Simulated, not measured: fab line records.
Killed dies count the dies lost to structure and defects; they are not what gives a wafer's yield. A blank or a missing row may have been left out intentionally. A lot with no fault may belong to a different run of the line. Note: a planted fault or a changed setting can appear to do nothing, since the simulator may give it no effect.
fab line records	flow nandHarc
record lots=7	wafers=21	lastDay=33
route steps=1302 shown A_CHANNEL_HOLE_D1@457 END@1302
lots with no fault: from the same line, run without faults
startH: hours from the record's first day to the start of the lot's first wafer shown	waitH: hours since the lot's step before	" identical to the entry in the row above	L1.1+2: a row that stands for several wafers	- no value, or no start was given	* or withheld: withheld	< > ~ a bound
route shown NAME@n: names a module that has steps shown in the file, with the first one's number in the route	usual: the fault-free wafers' mean and standard deviation	same: alike in all rows	chamber/n: place in a boat	sites: readings site by site	_std_site: the values' standard deviation	_edge_site: mean of outer sites minus mean of inner sites	radiusMm: how far each site lies from the wafer's centre	mask NAME#n: copy n	behind: the most recent tool/chamber to have shaped the wafer	hold: cause of the lot's hold/its duration in hours/its outcome	device: the n, p or np transistor that did not switch	end of line: the tests these same wafers got at the end of their route	for a step that has no rows: nothing shown but its recipe	killed: not the wafer's yield, but the dies lost to structure and defects at the first sort	map: a wafer's dies, marking killed ones x, the rest . and places with no die _
set.NAME: the setting the step ran with; set.NAME@STEP: the setting that earlier step ran with	model.NAME: the simulator's own value behind a step, which no gauge read
lots at selected steps of the route; one table per step, one row per wafer
services: when a tool's chamber went out of use (startH, in hours from the record's first day, below 0 if earlier), for how many hours, and the reason
## steps
# step NHARC_A_CHANNEL_HOLE_D1_SOFTBAKE_05
# recipe tempC=105	timeS=55
# step NHARC_A_CHANNEL_HOLE_D1_EBR_06
# step NHARC_A_CHANNEL_HOLE_D1_EXPOSE_07
# recipe na=1.35	targetCdNm=100	sigmaOuter=0.3	doseMj=59.65	maskId=HOLE_D1
# step NHARC_A_CHANNEL_HOLE_D1_PEB_08
# recipe pebTempC=100	pebTimeS=65
# step NHARC_A_CHANNEL_HOLE_D1_DEVELOP_09
# recipe developTimeS=35	devTempC=23
# step NHARC_A_CHANNEL_HOLE_D1_CD_MEAS_10
# recipe targetCdNm=100	landingEnergyEv=500
# usual cdNm=100.1/0.64
lot.wafer	tool	chamber	startH	waitH	cdNm
L911.3	cdSem-03	0	179.71	-	100.2
L911.4	"	0	"	"	99.9
L911.6	"	0	"	"	100.2
L920.3	cdSem-02	0	273.89	-	100.6
L920.4	"	0	"	"	99.8
L920.5	"	0	"	"	100.1
L921.1	cdSem-03	0	283.37	-	100.7
L921.5	"	0	"	"	100.6
L921.6	"	0	"	"	100.1
L922.3	cdSem-02	0	302.89	-	100.9
L922.5	"	0	"	"	101.0
L922.6	"	0	"	"	101.0
L926.1	cdSem-01	0	321.89	-	98.9
L926.4	"	0	"	"	100.5
L926.6	"	0	"	"	98.9
L930.2	cdSem-01	0	369.95	-	99.9
L930.3	"	0	"	"	99.8
L930.5	"	0	"	"	100.3
L933.1	cdSem-01	0	405.95	-	100.7
L933.3	"	0	"	"	99.8
L933.5	"	0	"	"	100.3
# step NHARC_A_CHANNEL_HOLE_D1_OVL_MEAS_11
# usual overlayXNm=0.1/0.87	overlayYNm=-0.1/0.95
lot.wafer	tool	chamber	startH	waitH	overlayXNm	overlayYNm
L911.3	overlay-02	-	179.79	-	0.3	-0.2
L911.4	"	-	"	"	0.6	-0.5
L911.6	"	-	"	"	0.5	0.0
L920.3	overlay-02	-	273.98	-	-0.5	-0.9
L920.4	"	-	"	"	-1.1	-1.7
L920.5	"	-	"	"	-0.8	-1.8
L921.1	overlay-02	-	283.45	-	-0.8	-1.3
L921.5	"	-	"	"	-0.9	-1.0
L921.6	"	-	"	"	-1.0	-1.2
L922.3	overlay-01	-	302.97	-	-1.1	0.4
L922.5	"	-	"	"	-1.1	0.9
L922.6	"	-	"	"	-0.9	1.0
L926.1	overlay-01	-	321.98	-	-0.2	-1.7
L926.4	"	-	"	"	-0.1	-1.6
L926.6	"	-	"	"	0.0	-1.5
L930.2	overlay-01	-	370.03	-	-0.4	-0.1
L930.3	"	-	"	"	-0.8	0.2
L930.5	"	-	"	"	0.0	0.1
L933.1	overlay-01	-	406.03	-	1.4	-0.3
L933.3	"	-	"	"	1.0	-1.0
L933.5	"	-	"	"	1.8	-0.9
# step NHARC_A_CHANNEL_HOLE_D1_INSPECT_12
# usual rawDefectCount=5.3/2.9
lot.wafer	tool	chamber	startH	waitH	rawDefectCount
L911.3	defectInspect-01	-	179.83	0.0	7
L911.4	"	-	"	"	3
L911.6	"	-	"	"	12
L920.3	defectInspect-02	-	274.01	0.0	8
L920.4	"	-	"	"	2
L920.5	"	-	"	"	8
L921.1	defectInspect-01	-	283.49	0.0	6
L921.5	"	-	"	"	6
L921.6	"	-	"	"	9
L922.3	defectInspect-02	-	303.01	0.0	0
L922.5	"	-	"	"	3
L922.6	"	-	"	"	4
L926.1	defectInspect-01	-	322.02	0.0	4
L926.4	"	-	"	"	11
L926.6	"	-	"	"	7
L930.2	defectInspect-02	-	370.07	0.0	5
L930.3	"	-	"	"	2
L930.5	"	-	"	"	2
L933.1	defectInspect-01	-	406.07	0.0	5
L933.3	"	-	"	"	5
L933.5	"	-	"	"	2
# step NHARC_A_CHANNEL_HOLE_D1_DESCUM_15
# recipe timeS=3	o2FlowSccm=200	arFlowSccm=0	biasPowerW=0	chemistry=O2
# usual drypumpMotorCurrentA=5.6/0.41	oesProductAu=0.999/0.012	rfVppV=57.8/0.87	showerheadPlenumPTorr=1.90/0.082	throttleValvePct=11.310/0.0089
lot.wafer	tool	chamber	startH	waitH	drypumpMotorCurrentA	oesProductAu	rfHoursCounterH	rfVppV	showerheadPlenumPTorr	throttleValvePct
L911.4	rieDiel-05	0	179.93	0.1	5.3	0.997	10	58.2	2.01	11.305
L911.3	"	2	"	"	6.3	0.984	10	57.9	1.80	11.315
L911.6	"	0	"	"	5.3	0.999	-	57.5	2.01	11.303
L920.3	rieDiel-05	2	274.07	0.1	6.2	0.986	3	56.1	1.80	11.315
L920.4	"	0	"	"	5.3	1.002	2	58.5	2.00	11.309
L920.5	"	2	"	"	6.3	0.986	-	57.9	1.80	11.307
L921.1	rieDiel-05	0	283.60	0.1	5.3	1.007	3	59.7	2.00	11.311
L921.6	"	1	"	"	5.5	1.003	-	58.1	1.83	11.318
L921.5	"	2	"	"	6.3	0.992	-	56.7	1.80	11.286
L922.3	rieDiel-05	3	303.07	0.1	5.1	1.003	6	57.5	1.91	11.302
L922.6	"	3	"	"	5.1	0.992	-	57.9	1.91	11.311
L922.5	"	0	"	"	5.3	1.016	-	57.9	2.00	11.302
L926.1	rieDiel-12	3	322.10	0.1	5.9	0.989	18	56.8	1.77	11.301
L926.4	"	0	"	"	5.7	0.979	18	58.6	1.94	11.326
L926.6	"	1	"	"	5.9	1.007	-	57.6	1.95	11.295
L930.2	rieDiel-05	0	370.13	0.1	5.3	1.005	11	58.5	2.00	11.303
L930.3	"	2	"	"	6.3	0.988	11	57.5	1.80	11.315
L930.5	"	0	"	"	5.3	1.011	-	58.3	2.00	11.314
L933.3	rieDiel-05	2	406.13	0.1	6.3	0.988	16	57.7	1.80	11.313
L933.1	"	1	"	"	5.5	1.018	15	58.7	1.82	11.293
L933.5	"	2	"	"	6.3	0.988	-	58.2	1.80	11.323
# step NHARC_A_CHANNEL_HOLE_D1_ETCH_38
# recipe targetDepthA=390	overEtchFrac=0.3	timeS=65	ionEnergyEv=80	cf4FlowSccm=150	arFlowSccm=0	rfW=300	biasW=100	chemistry=CF4
# usual drypumpMotorCurrentA=5.7/0.42	oesProductAu=0.998/0.012	rfVppV=150.9/1.2	runLengthS=86.3/0.47	showerheadPlenumPTorr=1.75/0.071	throttleValvePct=13.284/0.0092
lot.wafer	tool	chamber	startH	waitH	drypumpMotorCurrentA	oesProductAu	rfHoursCounterH	rfVppV	runLengthS	showerheadPlenumPTorr	throttleValvePct
L911.4	rieDiel-05	1	180.04	0.1	5.5	1.005	10	149.4	86.9	1.70	13.279
L911.3	"	2	"	"	6.3	0.988	10	150.2	85.9	1.67	13.289
L911.6	"	0	"	"	5.3	1.008	-	151.6	86.4	1.85	13.288
L920.3	rieDiel-05	1	274.16	0.1	5.5	1.006	3	151.0	86.8	1.69	13.299
L920.4	"	2	"	"	6.2	0.977	3	149.1	85.9	1.67	13.309
L920.5	"	1	"	"	5.5	1.004	-	149.9	86.4	1.69	13.287
L921.1	rieDiel-05	1	283.65	0.1	5.5	1.007	3	152.0	86.6	1.69	13.278
L921.6	"	1	"	"	5.5	1.001	-	151.1	86.5	1.69	13.282
L921.5	"	2	"	"	6.3	0.981	-	150.7	86.0	1.67	13.274
L922.3	rieDiel-05	2	303.16	0.1	6.3	1.002	6	151.6	85.7	1.67	13.293
L922.5	"	1	"	"	5.5	1.014	-	151.1	86.4	1.69	13.288
L922.6	"	2	"	"	6.3	0.989	-	151.5	86.5	1.67	13.260
L926.1	rieDiel-12	2	322.18	0.1	5.6	1.021	16	151.2	86.6	1.82	13.277
L926.4	"	3	"	"	5.9	0.976	18	150.7	87.3	1.65	13.287
L926.6	"	0	"	"	5.7	0.991	-	151.6	85.9	1.79	13.294
L930.3	rieDiel-05	1	370.22	0.1	5.5	1.004	11	151.1	87.1	1.69	13.295
L930.2	"	0	"	"	5.3	1.004	11	151.7	87.3	1.84	13.280
L930.5	"	1	"	"	5.5	1.004	-	149.9	86.5	1.69	13.296
L933.3	rieDiel-05	0	406.22	0.1	5.3	1.010	14	151.5	86.5	1.84	13.288
L933.1	"	1	"	"	5.5	1.006	15	150.3	86.7	1.69	13.285
L933.5	"	0	"	"	5.3	1.006	-	151.8	86.5	1.84	13.282
# step NHARC_A_CHANNEL_HOLE_D1_ETCH_39
# recipe targetDepthA=2600	overEtchFrac=0.3	timeS=325	ionEnergyEv=200	n2FlowSccm=150	h2FlowSccm=150	arFlowSccm=0	rfW=400	biasW=150	chemistry=N2/H2
# usual drypumpMotorCurrentA=5.6/0.42	n2FlowSccm=150.0/0.47	oesProductAu=0.997/0.012	rfVppV=429.9/2.7	runLengthS=346.3/0.45	showerheadPlenumPTorr=2.02/0.09	throttleValvePct=14.171/0.0089
lot.wafer	tool	chamber	startH	waitH	drypumpMotorCurrentA	n2FlowSccm	oesProductAu	rfHoursCounterH	rfVppV	runLengthS	showerheadPlenumPTorr	throttleValvePct
L911.3	rieDiel-05	0	-	-	5.3	149.9	0.989	10	433.1	346.8	2.14	14.170
L911.4	"	1	"	"	5.5	149.7	1.001	10	428.5	346.4	1.95	14.167
L911.6	"	3	"	"	5.2	150.1	0.978	-	431.2	345.8	2.04	14.167
L920.4	rieDiel-05	1	-	-	5.6	149.7	1.010	3	428.0	347.3	1.94	14.158
L920.3	"	2	"	"	6.3	150.1	0.997	3	427.2	346.3	1.92	14.172
L920.5	"	3	"	"	5.2	150.7	0.997	-	429.2	346.5	2.04	14.178
L921.1	rieDiel-05	3	-	-	5.2	150.4	1.004	4	430.4	346.1	2.03	14.180
L921.5	"	3	"	"	5.2	149.4	0.996	-	430.1	345.8	2.03	14.161
L921.6	"	0	"	"	5.3	149.8	1.018	-	432.4	346.4	2.14	14.166
L922.3	rieDiel-05	3	-	-	5.2	149.7	0.992	6	430.8	345.8	2.03	14.178
L922.5	"	3	"	"	5.2	150.1	0.995	-	429.5	346.2	2.03	14.167
L922.6	"	0	"	"	5.3	150.6	1.009	-	433.7	346.5	2.14	14.166
L926.4	rieDiel-12	0	-	-	5.7	150.1	0.987	18	430.8	346.0	2.07	14.162
L926.1	"	1	"	"	5.9	150.0	0.998	16	431.5	346.0	2.08	14.173
L926.6	"	0	"	"	5.7	149.4	0.989	-	430.9	346.4	2.07	14.163
L930.3	rieDiel-05	2	-	-	6.2	150.1	0.991	12	427.9	345.6	1.91	14.177
L930.2	"	1	"	"	5.5	149.3	1.011	11	428.8	346.7	1.94	14.171
L930.5	"	3	"	"	5.2	149.5	0.994	-	428.9	346.1	2.03	14.177
L933.3	rieDiel-05	3	-	-	5.2	150.5	0.988	16	430.0	345.8	2.03	14.174
L933.1	"	0	"	"	5.3	150.3	1.013	14	433.1	346.4	2.13	14.193
L933.5	"	0	"	"	5.3	148.8	1.006	-	433.6	346.4	2.13	14.162
# step NHARC_A_CHANNEL_HOLE_D1_ETCH_34
# recipe targetDepthA=1540	timeS=77	cf4FlowSccm=100	chf3FlowSccm=30	arFlowSccm=0	rfW=500	biasW=200	chemistry=CF4/CHF3
# usual drypumpMotorCurrentA=5.6/0.43	oesProductAu=0.948/0.024	rfVppV=370.0/2.1	runLengthS=98.3/0.46	showerheadPlenumPTorr=1.56/0.063	throttleValvePct=16.802/0.0097
lot.wafer	tool	chamber	startH	waitH	drypumpMotorCurrentA	oesProductAu	rfHoursCounterH	rfVppV	runLengthS	showerheadPlenumPTorr	throttleValvePct
L911.3	rieDiel-05	0	-	-	5.3	0.930	10	373.2	98.6	1.65	16.805
L911.4	"	3	"	"	5.2	0.923	10	371.7	97.9	1.57	16.797
L911.6	"	0	"	"	5.3	0.926	-	372.8	98.7	1.65	16.813
L920.3	rieDiel-05	0	-	-	5.3	0.992	3	374.0	98.9	1.64	16.815
L920.4	"	1	"	"	5.5	0.979	3	368.2	98.8	1.51	16.805
L920.5	"	2	"	"	6.3	0.948	-	369.3	97.7	1.49	16.812
L921.1	rieDiel-05	0	-	-	5.3	0.989	4	372.0	98.4	1.64	16.798
L921.6	"	3	"	"	5.2	0.986	-	370.0	97.9	1.57	16.814
L921.5	"	0	"	"	5.3	0.994	-	373.1	98.4	1.64	16.802
L922.3	rieDiel-05	3	-	-	5.2	0.922	6	370.5	98.2	1.57	16.784
L922.6	"	3	"	"	5.1	0.928	-	371.0	98.0	1.57	16.813
L922.5	"	0	"	"	5.3	0.928	-	372.7	98.9	1.64	16.799
L926.1	rieDiel-12	0	-	-	5.7	0.964	18	371.5	97.8	1.59	16.804
L926.4	"	3	"	"	5.9	0.956	18	367.7	98.7	1.47	16.776
L926.6	"	0	"	"	5.7	0.971	-	371.1	97.8	1.59	16.799
L930.2	rieDiel-05	0	-	-	5.3	0.926	11	371.8	98.7	1.64	16.794
L930.3	"	1	"	"	5.5	0.931	11	369.3	98.7	1.50	16.788
L930.5	"	0	"	"	5.3	0.939	-	372.8	98.4	1.64	16.804
L933.3	rieDiel-05	2	-	-	6.3	0.908	16	367.1	97.8	1.48	16.791
L933.1	"	0	"	"	5.3	0.943	14	372.8	98.6	1.64	16.800
L933.5	"	1	"	"	5.5	0.930	-	368.6	98.5	1.50	16.812
# step NHARC_A_CHANNEL_HOLE_D1_ETCH_16
# recipe targetDepthA=31000	overEtchFrac=0.3	timeS=806	ionEnergyEv=150	o2FlowSccm=400	cosFlowSccm=20	arFlowSccm=0	rfW=500	biasW=300	chemistry=O2/COS
# usual drypumpMotorCurrentA=5.7/0.43	oesProductAu=0.998/0.012	rfVppV=313.9/2	runLengthS=827.3/0.47	showerheadPlenumPTorr=3.10/0.13	throttleValvePct=28.329/0.0088
lot.wafer	tool	chamber	startH	waitH	drypumpMotorCurrentA	oesProductAu	rfHoursCounterH	rfVppV	runLengthS	showerheadPlenumPTorr	throttleValvePct
L911.3	rieDiel-05	1	180.47	-	5.5	1.009	10	311.2	827.4	2.99	28.333
L911.4	"	3	"	"	5.2	0.986	10	315.1	827.0	3.12	28.334
L911.6	"	2	"	"	6.3	0.989	-	311.5	826.6	2.95	28.324
L920.3	rieDiel-05	3	274.60	-	5.2	0.999	3	314.5	645.9	3.12	28.350
L920.4	"	2	"	"	6.3	0.978	3	311.2	827.0	2.95	28.314
L920.5	"	3	"	"	5.2	0.995	-	313.6	645.3	3.12	28.345
L921.1	rieDiel-05	1	284.21	-	5.5	1.002	4	311.6	827.4	2.99	28.340
L921.6	"	3	"	"	5.2	0.989	-	314.1	826.9	3.11	28.338
L921.5	"	0	"	"	5.3	1.013	-	316.6	646.1	3.26	28.345
L922.3	rieDiel-05	1	303.72	-	5.5	0.996	6	312.2	646.1	2.98	28.327
L922.5	"	3	"	"	5.2	0.995	-	313.9	645.3	3.11	28.340
L922.6	"	0	"	"	5.3	1.020	-	316.3	827.6	3.26	28.319
L926.4	rieDiel-12	0	322.66	-	5.7	0.992	18	315.7	826.9	3.16	28.324
L926.1	"	2	"	"	5.6	1.009	16	316.4	827.7	3.22	28.339
L926.6	"	3	"	"	5.9	0.983	-	311.0	827.9	2.91	28.324
L930.3	rieDiel-05	3	370.71	-	5.2	0.990	12	314.8	827.2	3.11	28.338
L930.2	"	1	"	"	5.5	1.014	11	312.4	827.4	2.98	28.332
L930.5	"	2	"	"	6.2	0.991	-	312.1	826.8	2.95	28.326
L933.3	rieDiel-12	2	406.81	-	5.7	1.022	42	316.2	827.7	3.21	28.338
L933.1	"	3	"	"	5.9	0.982	42	310.1	827.9	2.90	28.323
L933.5	"	2	"	"	5.7	1.015	-	316.2	828.2	3.21	28.320
# step NHARC_A_CHANNEL_HOLE_D1_CD_MEAS_18
# usual cdNm=99.0/2.3
lot.wafer	tool	chamber	startH	waitH	cdNm
L911.3	cdSem-02	-	181.06	-	100.7
L911.4	"	-	"	"	96.2
L911.6	"	-	"	"	101.9
L920.3	cdSem-01	-	275.18	-	94.0
L920.4	"	-	"	"	98.0
L920.5	"	-	"	"	94.0
L921.1	cdSem-01	-	284.67	-	99.7
L921.5	"	-	"	"	96.1
L921.6	"	-	"	"	98.0
L922.3	cdSem-03	-	304.18	-	97.0
L922.5	"	-	"	"	97.7
L922.6	"	-	"	"	99.7
L926.1	cdSem-01	-	323.18	-	98.2
L926.4	"	-	"	"	99.9
L926.6	"	-	"	"	99.9
L930.2	cdSem-03	-	371.24	-	97.3
L930.3	"	-	"	"	95.6
L930.5	"	-	"	"	98.6
L933.1	cdSem-01	-	407.33	-	102.1
L933.3	"	-	"	"	99.7
L933.5	"	-	"	"	101.9
# step NHARC_END_SORT_01
# recipe tempC=25
# usual killedAtArray=56/19	killedAtOther=0.8/1.1	killedAtPeriphery=3.4/2.5	killedDies=60/19	killedOpen=2.9/1.7	killedShort=2.4/1.6
# same grossDies=677
lot.wafer	tool	chamber	startH	waitH	killedAtArray	killedAtOther	killedAtPeriphery	killedDies	killedOpen	killedShort
L921.5	prober-01	0	662.33	3.7	254	1	2	257	3	5
L920.3	prober-02	0	660.68	3.1	364	0	0	364	3	0
L920.5	prober-02	0	662.28	3.7	369	2	2	373	3	3
L922.3	prober-01	0	682.93	3.1	241	3	6	250	4	1
L922.5	prober-01	0	684.54	3.7	251	1	8	260	5	2
# killed by level:class
L920.3 A_CHANNEL_HOLE_D1:areaEtch=291 A_SLIT:chamberFilmFlake=38 A_CHANNEL_HOLE_D1:chamberFilmFlake=26 A_CHANNEL_HOLE_D2:chamberFilmFlake=3 A_M0:chamberFilmFlake=2 A_CHANNEL_HOLE_D1:geometricParticle:open=1 A_CHANNEL_FILL_D2:geometricParticle:open=1 A_BLC:geometricParticle:open=1
L920.5 A_CHANNEL_HOLE_D1:areaEtch=301 A_CHANNEL_HOLE_D1:chamberFilmFlake=29 A_SLIT:chamberFilmFlake=27 A_M0:chamberFilmFlake=3 A_CHANNEL_HOLE_D2:chamberFilmFlake=2 THIN_TSV:chamberFilmFlake=2 A_CHANNEL_HOLE_D1:geometricParticle:short=1 A_CHANNEL_HOLE_D2:geometricParticle:short=1
L921.5 A_CHANNEL_HOLE_D1:areaEtch=199 A_SLIT:chamberFilmFlake=32 A_CHANNEL_HOLE_D2:chamberFilmFlake=9 A_CHANNEL_HOLE_D1:chamberFilmFlake=2 A_STAIRCASE:chamberFilmFlake=2 A_SOURCE_PLATE:geometricParticle:open=1 A_ONON_D1:geometricParticle:open=1 A_CHANNEL_HOLE_D1:geometricParticle:open=1
L922.3 A_CHANNEL_HOLE_D1:areaEtch=178 A_SLIT:chamberFilmFlake=37 A_CONTACT:chamberFilmFlake=10 A_CHANNEL_HOLE_D1:chamberFilmFlake=7 P_M2:chamberFilmFlake=5 A_STAIRCASE:chamberFilmFlake=2 THIN_TSV:chamberFilmFlake=2 P_GATE:geometricParticle:open=1
L922.5 A_CHANNEL_HOLE_D1:areaEtch=205 A_SLIT:chamberFilmFlake=31 A_CONTACT:chamberFilmFlake=5 P_M2:chamberFilmFlake=3 A_CHANNEL_HOLE_D1:chamberFilmFlake=3 A_CHANNEL_FILL_D1:geometricParticle:open=2 P_M1:chamberFilmFlake=2 P_CONTACT:geometricParticle:open=1
# map L920.5 (x killed, . not)
____________.____________
_________......._________
_______.x.x......._______
______.xx...x...x..______
_____.xxx.....xxxx.._____
____x.....x....x.xxx.____
____xxxx.xx.x.xxxxx..____
___xxx.x..x...xxxxx.x.___
___xxxxxxxxxxxxxx.x...___
__xxxxxx.xxxxxxxxxxx...__
__xxxxx.xx.xxxx..x.x...__
_.xxx.xxxxxxxxxxxxxx.x.._
_..xxxxxxxxxxx.xxxxx...._
_.xxxxxxxxxx.xxxx......x_
_xxxxxxxxxxxxxxxxxx....._
_..xxxxxxxxxxxxxxxx..x.._
...xxxxxxxxxxxxx.x..x....
.xxxxxxxxxxxxxx.xxxxx....
..xxxxxxxxxxxxxxx.xxxx...
.x.xxxxxxxxxxxxxx.x.xx...
x.x..xxxxxxxxxxxx.xx.x...
_.x.xxxx.xxxxxxxx.x....._
_.x...xxxxxxxxxxxxx....._
_..xx..xxxxxxx..x.....x._
_...xxx.xxxxxxx.x......x_
_..x.xxxxxxxxxxx.xx....._
__.xxxxx.xxxxxx.xxx....__
__.x...x.x...xxxx.x....__
___.xx.xxxx.xxx...x...___
___.......x......x....___
____...xxxx.xxx.x....____
____.......xx.x......____
_____.....xx.x......_____
______......x......______
_______..........._______
_________......._________
____________.____________
# map L921.5 (x killed, . not)
____________.____________
_________......._________
_______..........._______
______.......x...x.______
_____.x............._____
____...xx.x.xxxx.....____
____.x...x..x........____
___.x...x.x..x.x.x.x..___
___.x..x...xxxx.xx....___
__....x.x...xxxxxx.....__
__..x......xx.x.x...xx.__
_x.xx..x.xxxxxxxx......._
_.xxx.x....xxxxx.x......_
_x..xxx...xxxxxxxx..x.x._
_x....x.xx.xxxx..x..x..x_
_....x....xx..x.x.x....._
..x.xxx..xxxxxxx.........
...x.xx..x..xx.x..x.xx.x.
x..x....x...x.xx.........
...x.x...xxxxxxxx.x......
x.x...xx.xxx..x..x.xxx...
_.xx.x.x.x.xx.x.x..x..x._
_.x......xxxx..xx.x...x._
_xx.....x...x.x...x...x._
_..x.x.xxx.x.....x...x.._
_.x..xxxxxx.x.x.x.xx...._
__.....xx..x.xxxx......__
__..xx.x....x...x.x..x.__
___xxxx...x.x...xx.x..___
___.x...x....xxxx.x..x___
____.x..x.....x...x..____
____x.xx..x..x.x..xx.____
_____...x.xx.....xx._____
______x.xxxxx....x.______
_______.......xxxx_______
_________.x.x.xx_________
____________.____________
## services
tool	chamber	startH	hours	kind
rieDiel-05	0	159.82	-	clean
rieDiel-05	1	159.82	-	clean
rieDiel-05	2	159.82	-	clean
rieDiel-05	3	159.82	-	clean
rieDiel-05	-	171.47	5.2	repair
rieDiel-05	0	184.32	-	clean
rieDiel-05	1	184.32	-	clean
rieDiel-05	2	184.32	-	clean
rieDiel-05	3	184.32	-	clean
rieDiel-12	2	200.63	10.0	repair
rieDiel-05	0	208.82	-	clean
rieDiel-05	1	208.82	-	clean
rieDiel-05	2	208.82	-	clean
rieDiel-05	3	208.82	-	clean
rieDiel-12	0	212.52	8.3	repair
rieDiel-05	-	229.60	9.0	pm
rieDiel-05	0	229.60	9.0	ventCycle
rieDiel-05	1	229.60	9.0	ventCycle
rieDiel-05	2	229.60	9.0	ventCycle
rieDiel-05	3	229.60	9.0	ventCycle
rieDiel-05	0	238.60	-	clean
rieDiel-12	1	238.83	9.6	repair
rieDiel-12	-	268.96	9.0	pm
rieDiel-05	0	335.23	14.1	repair
## key
firstSign step=NHARC_A_CHANNEL_HOLE_D1_ETCH_16	reading=runLengthS	direction=down	sigmas=99+	usual=*	struck=*
effect step=NHARC_END_SORT_01	reading=killedAtArray	direction=up	sigmas=13	usual=56	struck=296
moreKillsBornAt NHARC_A_CHANNEL_HOLE_D1_ETCH_16@rieDiel-05=1174
metAt NHARC_A_CHANNEL_HOLE_D1_ETCH_16
struckWafers L920.3,L920.5,L921.5,L922.3,L922.5
testerLeftOut L920,L921,L922
onsetBetween 180.47 274.60
fault kind=processParameterDrift	tool=rieDiel-05	chamber=-	onsetH=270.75	steps=NHARC_A_CHANNEL_HOLE_D1_ETCH_16	channel=timeS	offset=*	shape=step	endH=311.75	scope=struckWafersOnly	actsIn=*	stated=*
# testerLeftOut: of these lots the tester's yield and bins aren't shown, on N5 and GAA mostly nor the transistor test; their killed dies are dies lost to structure and defects alone, not to doping, threshold or leakage, so they don't give the yield
